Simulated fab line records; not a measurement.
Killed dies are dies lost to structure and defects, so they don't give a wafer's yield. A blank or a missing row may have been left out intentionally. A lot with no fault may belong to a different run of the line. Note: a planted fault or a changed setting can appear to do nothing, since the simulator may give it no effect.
One fault seen from 3 desks :: flow nand_harc :: numbers are kept per desk, each desk with only its own; the story behind them comes last

## AT THE METROLOGY DESK
What the gauges read, lot by lot, whatever tool the lot ran on: means of the sampled wafers that have a number. If a lot's mean is further than 4 standard deviations from the usual mean, the lot is out of limits and carries the mark OUT (the distance appears in the brackets).
Columns: A = thk_nm at NHARC_A_ONON_D2_THK_MEAS_02, usual 1000 nm; B = thk_nm at NHARC_A_ONON_D2_THK_MEAS_21, usual 1004 nm
lot: L368
first seen here: day 12 10:38
A: 1012
B: 1005

lot: L367
first seen here: day 12 17:16
A: 993
B: 1009

lot: L370
first seen here: day 13 06:11
A: 994
B: 996

lot: L371
first seen here: day 14 00:44
A: 1006
B: 994

lot: L372
first seen here: day 14 19:54
A: 995
B: 1004

lot: L374
first seen here: day 15 08:33
A: 997
B: 1008

lot: L373
first seen here: day 15 10:00
A: 1021
B: 1013

lot: L375
first seen here: day 15 10:06
A: 1003
B: 1012

lot: L377
first seen here: day 16 07:32
A: 992
B: 1009

lot: L378
first seen here: day 16 07:32
A: 1002
B: 1017

lot: L386
first seen here: day 20 02:04
A: 998
B: 726 (-28) OUT

lot: L387
first seen here: day 21 06:11
A: 991
B: 1015

lot: L388
first seen here: day 21 06:21
A: 1017
B: 854 (-15) OUT

lot: L390
first seen here: day 22 10:21
A: 1004
B: 1008
This desk's finding: out of limits on L386, L388; first on L386, day 20 12:17 (thk_nm at NHARC_A_ONON_D2_THK_MEAS_21). In limits: L368, L367, L370, L371, L372, L374, L373, L375, L377, L378, L387, L390.

## THE DEFECT DESK
Per lot, the means of the sampled wafers with a number show what the inspections along the route counted. If a lot's mean is further than 4 standard deviations from the usual mean, the lot is out of limits and carries the mark OUT (the distance appears in the brackets).
Columns: A = raw_defect_count at NHARC_A_DECK1_JOINT_INSPECT_05, usual 329
lot: L368
first seen here: day 12 10:03
A: 307

lot: L367
first seen here: day 12 16:41
A: 295

lot: L370
first seen here: day 13 05:37
A: 348

lot: L371
first seen here: day 14 00:10
A: 925

lot: L372
first seen here: day 14 19:19
A: 304

lot: L374
first seen here: day 15 07:58
A: 284

lot: L373
first seen here: day 15 09:25
A: 222

lot: L375
first seen here: day 15 09:31
A: 313

lot: L377
first seen here: day 16 06:57
A: 255

lot: L378
first seen here: day 16 06:58
A: 337

lot: L386
first seen here: day 20 01:30
A: 257

lot: L387
first seen here: day 21 05:37
A: 226

lot: L388
first seen here: day 21 05:47
A: 196

lot: L390
first seen here: day 22 09:46
A: 233
Result from this desk: across the 14 lots, nothing is out of limits.

## AT THE TOOL OWNER'S DESK: pecvd_onon-03
The tool's own readings at NHARC_A_ONON_D2_DEP_19 (target thk 1000 nm): means of the sampled wafers that have a number, for each lot that ran on this tool. If a lot's mean is further than 4 standard deviations from the usual mean, the lot is out of limits and carries the mark OUT (the distance appears in the brackets).
Columns: A = nh3_flow_sccm at NHARC_A_ONON_D2_DEP_19, usual 500.2 sccm
lot: L368
first seen here: day 12 20:44
A: 498.1

lot: L367
first seen here: day 13 03:47
A: 499.0

lot: L371
first seen here: day 14 11:16
A: 500.7

lot: L372
first seen here: day 15 07:19
A: 498.7

lot: L375
first seen here: day 15 18:34
A: 499.3

lot: L378
first seen here: day 16 17:15
A: 499.8

lot: L377
first seen here: day 16 17:40
A: 499.3

lot: L386
first seen here: day 20 11:46
A: 500.0

lot: L388
first seen here: day 21 16:22
A: 499.1
Result from this desk: across the 9 lots, nothing is out of limits.

## BROUGHT TOGETHER
On L386, L388, the metrology desk was in a position to raise an alarm at day 20 12:17.
Nothing out of limits was seen by the defect desk.
The desk of the tool owner found nothing out of limits.
The defect desk has L386, L388 on record, within its limits.
On record at the tool owner's desk: L386, L388, within its limits.
Every lot named ran NHARC_A_ONON_D2_DEP_19 on pecvd_onon-03.

## WHAT THE SIMULATOR HAD INSERTED
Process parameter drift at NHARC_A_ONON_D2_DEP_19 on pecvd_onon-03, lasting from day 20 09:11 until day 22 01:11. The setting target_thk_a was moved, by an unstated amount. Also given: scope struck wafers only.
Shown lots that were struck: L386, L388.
Time in hours between the start of the fault and the first out-of-limits reading at each desk: metrology desk, 3.
